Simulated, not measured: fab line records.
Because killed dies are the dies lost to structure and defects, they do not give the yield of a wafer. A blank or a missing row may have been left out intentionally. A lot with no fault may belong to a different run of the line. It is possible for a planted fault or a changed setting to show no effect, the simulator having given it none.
fab line records -- flow n5-finfet
[record] lots = 11, wafers = 32, last-day = 21
route steps=1938 shown BEOL_M2@901 BEOL_M4@1111
lots with no fault: from the same line, run without faults
start-h: start of the lot's first displayed wafer, in hours after the record's first day -- wait-h: hours from the lot's prior step to this one -- " repeats the value in the row above -- L1.1+2: a single row standing in for several wafers -- - no value, or no start was given -- * or withheld: withheld -- < > ~ a bound
route shown NAME@n: names a module that has steps shown in the file, with the first one's number in the route -- usual: mean/standard deviation taken from wafers without a fault -- same: alike in all rows -- chamber/n: place in a boat -- sites: readings site by site -- _std_site: how widely they spread, as a standard deviation -- _edge_site: the outer-site mean with the inner-site mean subtracted -- radius-mm: for every site, how far away it sits from the centre of the wafer -- mask NAME#n: copy n -- behind: tool/chamber where the wafer was last shaped -- hold: cause of the lot's hold/its duration in hours/its outcome -- device: transistor that didn't switch, given as n, p or np -- end of line: tests of these same wafers at the route's end -- where a step has no rows: the recipe by itself -- killed: at the first sort, the dies lost to defects and structure; wafer yield is something else -- map: a wafer's dies, marking killed ones x, the rest . and places with no die _
set.NAME: the run value of the setting; set.NAME@STEP: its run value at that earlier step -- model.NAME: the simulator's own value behind a step, which no gauge read
steps of the route over a sample of lots; a table a step, a row a wafer
services: the hour from which a tool's chamber was out of use, counted from the record's first day as start-h (under 0 if before that day), plus the number of hours and why
[[steps]]
[step N5_BEOL_M2_ALD_84]
[recipe] material = TaN, target-thk-a = *, temp-c = 275, ald-precursor-family = PDMAT, ald-co-reactant = NH3, pressure-torr = 3, carrier-flow-sccm = 1500, pulse-time-s = 2, purge-time-s = 3, co-reactant-purge-time-s = 2, co-reactant-pulse-time-s = 3, ald-cycles = 30, precursor-vessel-temp-c = 75, precursor-vessel-pressure-torr = 26.25, precursor-vessel-carrier-sccm = 1000
[usual] chamber-pressure-Torr = 3.000/0.007, heater-power-w = 415/52
lot.wafer,tool,chamber,start-h,wait-h,chamber-pressure-Torr,heater-power-w
L769.2,ald-metal-02,3,155.52,0.0,2.992,416
L769.5,ald-metal-02,2,155.52,0.0,2.996,412
L769.6,ald-metal-02,1,155.52,0.0,2.999,375
L770.2,ald-metal-03,1,159.23,0.2,3.000,330
L770.4,ald-metal-03,0,159.23,0.2,2.990,440
L770.6,ald-metal-03,3,159.23,0.2,3.003,428
L771.3,ald-metal-04,0,161.06,0.1,2.993,389
L771.4,ald-metal-04,3,161.06,0.1,2.997,438
L771.6,ald-metal-04,3,161.06,0.1,2.997,438
L776.2,ald-metal-03,1,192.38,0.0,3.000,326
L776.3,ald-metal-03,2,192.38,0.0,3.004,506
L776.6,ald-metal-03,1,192.38,0.0,3.010,330
L777.3,ald-metal-04,0,210.28,0.0,3.006,392
L777.5,ald-metal-04,3,210.28,0.0,3.004,443
L777.6,ald-metal-04,0,210.28,0.0,3.013,396
L779.2,ald-metal-03,2,218.67,0.1,3.005,514
L779.4,ald-metal-03,3,218.67,0.1,3.002,425
L779.5,ald-metal-03,0,218.67,0.1,2.990,460
L781.3,ald-metal-04,1,225.93,0.3,2.988,337
L781.4,ald-metal-04,3,225.93,0.3,3.005,440
L781.6,ald-metal-04,0,225.93,0.3,2.997,386
L782.3,ald-metal-02,0,232.67,0.1,2.995,457
L782.5,ald-metal-02,2,232.67,0.1,2.990,419
L784.1,ald-metal-02,2,235.67,0.1,3.006,407
L784.2,ald-metal-02,0,235.67,0.1,2.981,445
L784.4,ald-metal-02,3,235.67,0.1,2.998,411
L783.1,ald-metal-03,1,235.76,0.1,2.998,315
L783.4,ald-metal-03,3,235.76,0.1,3.001,429
L783.6,ald-metal-03,0,235.76,0.1,3.002,447
L791.1,ald-metal-03,0,322.15,0.1,3.003,454
L791.4,ald-metal-03,2,322.15,0.1,3.007,508
L791.5,ald-metal-03,0,322.15,0.1,3.005,460
[step N5_BEOL_M2_ANNEAL_51]
[recipe] temp-c = 225, time-s = 90, ambient = N2
[usual] wafer_temp_C_max = 225.73/0.19
lot.wafer,tool,chamber,start-h,wait-h,wafer_temp_C_max
L769.2,rtp-anneal-02,0,157.98,0.1,225.93
L769.5,rtp-anneal-02,0,157.98,0.1,225.67
L769.6,rtp-anneal-02,0,157.98,0.1,225.79
L770.2,rtp-anneal-02,0,161.97,0.1,226.24
L770.4,rtp-anneal-02,0,161.97,0.1,225.78
L770.6,rtp-anneal-02,0,161.97,0.1,225.78
L771.3,rtp-anneal-01,0,163.89,0.1,225.75
L771.4,rtp-anneal-01,0,163.89,0.1,225.75
L771.6,rtp-anneal-01,0,163.89,0.1,225.95
L776.2,rtp-anneal-01,0,194.96,0.1,225.51
L776.3,rtp-anneal-01,0,194.96,0.1,226.02
L776.6,rtp-anneal-01,0,194.96,0.1,225.74
L777.3,rtp-anneal-01,0,215.90,0.1,225.60
L777.5,rtp-anneal-01,0,215.90,0.1,225.68
L777.6,rtp-anneal-01,0,215.90,0.1,225.85
L779.2,rtp-anneal-02,0,221.40,0.1,225.58
L779.4,rtp-anneal-02,0,221.40,0.1,225.65
L779.5,rtp-anneal-02,0,221.40,0.1,226.04
L781.3,rtp-anneal-02,0,229.82,0.1,225.88
L781.4,rtp-anneal-02,0,229.82,0.1,225.55
L781.6,rtp-anneal-02,0,229.82,0.1,225.56
L782.3,rtp-anneal-01,0,235.34,0.1,225.79
L782.5,rtp-anneal-01,0,235.34,0.1,225.96
L784.1,rtp-anneal-02,0,238.08,0.1,223.42
L784.2,rtp-anneal-02,0,238.08,0.1,223.19
L784.4,rtp-anneal-02,0,238.08,0.1,223.26
L783.1,rtp-anneal-02,0,239.96,0.1,223.25
L783.4,rtp-anneal-02,0,239.96,0.1,223.00
L783.6,rtp-anneal-02,0,239.96,0.1,223.15
L791.1,rtp-anneal-01,0,324.96,0.4,225.41
L791.4,rtp-anneal-01,0,324.96,0.4,225.93
L791.5,rtp-anneal-01,0,324.96,0.4,225.31
[step N5_BEOL_M2_THK_MEAS_53]
[recipe] thk-meas-gauge = xrf, reads = Cu_of_BEOL_M2_ECD_50
[usual] M2_THK = 41.0/2
lot.wafer,tool,chamber,start-h,wait-h,M2_THK[nm]
L769.2,film-metro-01,-,158.53,-,41.1
L769.5,film-metro-01,-,158.53,-,40.9
L769.6,film-metro-01,-,158.53,-,43.2
L770.2,film-metro-02,-,162.51,-,38.3
L770.4,film-metro-02,-,162.51,-,40.8
L770.6,film-metro-02,-,162.51,-,40.1
L771.3,film-metro-01,-,164.40,-,41.1
L771.4,film-metro-01,-,164.40,-,41.6
L771.6,film-metro-01,-,164.40,-,43.5
L776.2,film-metro-01,-,195.51,-,42.1
L776.3,film-metro-01,-,195.51,-,45.2
L776.6,film-metro-01,-,195.51,-,42.6
L777.3,film-metro-01,-,216.40,-,42.1
L777.5,film-metro-01,-,216.40,-,40.3
L777.6,film-metro-01,-,216.40,-,42.1
L779.2,film-metro-02,-,221.95,-,41.5
L779.4,film-metro-02,-,221.95,-,40.2
L779.5,film-metro-02,-,221.95,-,38.4
L781.3,film-metro-01,-,230.32,-,39.1
L781.4,film-metro-01,-,230.32,-,39.3
L781.6,film-metro-01,-,230.32,-,39.5
L782.3,film-metro-01,-,235.93,-,39.0
L782.5,film-metro-01,-,235.93,-,42.2
L784.1,film-metro-01,-,238.67,-,44.0
L784.2,film-metro-01,-,238.67,-,42.1
L784.4,film-metro-01,-,238.67,-,45.7
L783.1,film-metro-02,-,240.57,-,43.7
L783.4,film-metro-02,-,240.57,-,42.2
L783.6,film-metro-02,-,240.57,-,40.7
L791.1,film-metro-02,-,325.55,-,40.1
L791.4,film-metro-02,-,325.55,-,40.1
L791.5,film-metro-02,-,325.55,-,39.9
[step N5_BEOL_M2_INSPECT_59]
[recipe] inspect-instrument = darkfield, mode = post-dep
[usual] raw-defect-count = 71/24
lot.wafer,tool,chamber,start-h,wait-h,raw-defect-count
L769.2,defect-inspect-01,-,158.81,0.0,66
L769.5,defect-inspect-01,-,158.81,0.0,73
L769.6,defect-inspect-01,-,158.81,0.0,71
L770.2,defect-inspect-01,-,162.80,0.0,52
L770.4,defect-inspect-01,-,162.80,0.0,62
L770.6,defect-inspect-01,-,162.80,0.0,78
L771.3,defect-inspect-01,-,164.69,0.0,120
L771.4,defect-inspect-01,-,164.69,0.0,83
L771.6,defect-inspect-01,-,164.69,0.0,57
L776.2,defect-inspect-01,-,195.80,0.0,73
L776.3,defect-inspect-01,-,195.80,0.0,56
L776.6,defect-inspect-01,-,195.80,0.0,91
L777.3,defect-inspect-01,-,216.72,0.0,76
L777.5,defect-inspect-01,-,216.72,0.0,103
L777.6,defect-inspect-01,-,216.72,0.0,123
L779.2,defect-inspect-02,-,222.27,0.0,54
L779.4,defect-inspect-02,-,222.27,0.0,57
L779.5,defect-inspect-02,-,222.27,0.0,84
L781.3,defect-inspect-01,-,230.66,0.0,42
L781.4,defect-inspect-01,-,230.66,0.0,63
L781.6,defect-inspect-01,-,230.66,0.0,78
L782.3,defect-inspect-02,-,236.35,0.0,65
L782.5,defect-inspect-02,-,236.35,0.0,93
L784.1,defect-inspect-01,-,238.96,0.0,71
L784.2,defect-inspect-01,-,238.96,0.0,58
L784.4,defect-inspect-01,-,238.96,0.0,88
L783.1,defect-inspect-01,-,240.93,0.0,42
L783.4,defect-inspect-01,-,240.93,0.0,79
L783.6,defect-inspect-01,-,240.93,0.0,38
L791.1,defect-inspect-02,-,325.84,0.0,57
L791.4,defect-inspect-02,-,325.84,0.0,97
L791.5,defect-inspect-02,-,325.84,0.0,59
[step N5_BEOL_M4_RC_MEAS_101]
[usual] DIBL_N = 36.3/1.9, DIBL_P = 36.6/2.4, IOFF_N = 0.17/0.037, IOFF_P = 0.23/0.04, ION_N = 682/14, ION_P = 468/8.6, SS_N = 71.6/0.67, SS_P = 73.4/0.71, VT_N = 248/3.3, VT_P = -248.9/2.9
lot.wafer,tool,chamber,start-h,wait-h,DIBL_N[mV/V],DIBL_P[mV/V],IOFF_N[nA/um],IOFF_P[nA/um],ION_N[uA/um],ION_P[uA/um],SS_N[mV/dec],SS_P[mV/dec],VT_N[mV],VT_P[mV]
L770.2,prober-02,0,193.74,0.2,38.4,39.9,0.23,0.31,712,486,71.0,73.5,242,-240.0
L770.4,prober-02,0,193.74,0.2,35.0,36.2,0.15,0.23,681,475,71.3,73.2,248,-247.9
L770.6,prober-02,0,193.74,0.2,38.3,40.1,0.21,0.29,688,474,72.5,74.1,246,-244.0
L771.3,prober-01,0,199.56,0.3,32.4,33.8,0.14,0.19,693,480,70.5,72.1,248,-247.9
L771.4,prober-01,0,199.56,0.3,35.1,37.2,0.17,0.22,689,469,71.8,73.7,249,-249.8
L771.6,prober-01,0,199.56,0.3,32.7,34.3,0.13,0.19,660,456,70.1,72.4,253,-251.4
L769.2,prober-02,0,213.27,0.2,36.9,37.1,0.17,0.23,666,460,72.4,73.1,251,-250.3
L769.5,prober-02,0,213.27,0.2,39.7,39.7,0.26,0.29,687,468,72.9,74.1,242,-244.7
L769.6,prober-02,0,213.27,0.2,34.5,34.6,0.13,0.19,652,454,70.9,72.6,254,-249.8
L776.2,prober-01,0,228.41,0.2,39.4,39.5,0.23,0.27,697,471,72.8,74.3,242,-245.8
L776.3,prober-01,0,228.41,0.2,36.6,37.6,0.17,0.23,697,482,71.2,74.0,247,-247.9
L776.6,prober-01,0,228.41,0.2,35.0,34.7,0.14,0.19,688,474,71.7,73.3,248,-250.9
L777.3,prober-02,0,249.23,0.3,37.4,36.5,0.17,0.21,672,460,72.0,73.4,250,-250.9
L777.5,prober-02,0,249.23,0.3,37.6,36.8,0.18,0.22,683,463,71.8,73.4,247,-249.2
L777.6,prober-02,0,249.23,0.3,37.3,36.2,0.15,0.20,674,463,71.9,72.7,252,-252.4
L779.2,prober-02,0,275.14,0.2,33.7,34.2,0.13,0.19,677,461,70.7,73.3,251,-250.4
L779.4,prober-02,0,275.14,0.2,35.0,35.3,0.15,0.21,675,466,71.3,73.5,250,-251.8
L779.5,prober-02,0,275.14,0.2,33.2,33.7,0.14,0.19,691,471,71.0,72.5,248,-250.7
L781.3,prober-02,0,286.91,0.3,33.3,30.8,0.14,0.19,660,459,71.3,72.0,252,-249.0
L781.4,prober-02,0,286.91,0.3,35.7,33.8,0.18,0.24,678,474,71.8,73.0,246,-246.6
L781.6,prober-02,0,286.91,0.3,37.1,35.7,0.20,0.27,709,488,71.4,73.6,245,-243.7
L782.3,prober-02,0,294.06,0.3,36.3,37.2,0.18,0.20,693,471,70.9,74.6,245,-252.2
L782.5,prober-02,0,294.06,0.3,35.1,35.8,0.15,0.18,676,455,71.2,73.4,251,-253.6
L784.1,prober-01,0,295.69,0.0,37.4,38.4,0.19,0.25,677,463,71.4,74.8,246,-245.6
L784.2,prober-01,0,295.69,0.0,38.9,39.7,0.24,0.29,692,469,72.0,74.4,243,-246.7
L784.4,prober-01,0,295.69,0.0,36.1,36.4,0.17,0.22,676,465,71.7,73.8,249,-247.4
L783.1,prober-01,0,310.65,0.0,37.7,39.2,0.20,0.25,690,472,71.7,73.4,245,-248.1
L783.4,prober-01,0,310.65,0.0,39.6,40.3,0.25,0.26,694,473,72.6,74.0,247,-247.4
L783.6,prober-01,0,310.65,0.0,38.3,38.9,0.20,0.24,688,468,72.4,73.3,251,-251.3
L791.1,prober-02,0,375.51,0.0,34.3,33.4,0.14,0.17,669,459,71.1,72.8,250,-252.5
L791.4,prober-02,0,375.51,0.0,34.5,34.6,0.14,0.18,678,469,70.5,73.0,250,-248.1
L791.5,prober-02,0,375.51,0.0,34.6,34.5,0.14,0.18,672,456,71.4,72.8,250,-248.1
[[services]]
tool,chamber,start-h,hours,kind
ald-metal-04,1,132.93,26.9,repair
ald-metal-02,0,151.15,21.7,repair
rtp-anneal-01,-,176.76,2.0,pm
ald-metal-03,-,253.58,1.5,repair
ald-metal-04,1,257.05,16.2,repair
ald-metal-04,2,287.89,27.0,repair
ald-metal-02,0,307.25,2.1,repair
[[key]]
[first-sign] step = N5_BEOL_M2_ANNEAL_51, reading = wafer_temp_C_max, direction = down, sigmas = 13, usual = *, struck = *
effect none on later readings
met-at N5_BEOL_M2_ANNEAL_51
struck-lots L783,L784
not-acting-at N5_BEOL_M2_ALD_84,N5_BEOL_M2_THK_MEAS_53,N5_BEOL_M2_INSPECT_59
onset-between 229.82 238.08
[fault] kind = process-parameter-drift, tool = rtp-anneal-02, chamber = -, onset-h = 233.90, steps = N5_BEOL_M2_ANNEAL_51, channel = temp-c, offset = *, shape = step, end-h = 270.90, acts-in = *, stated = *
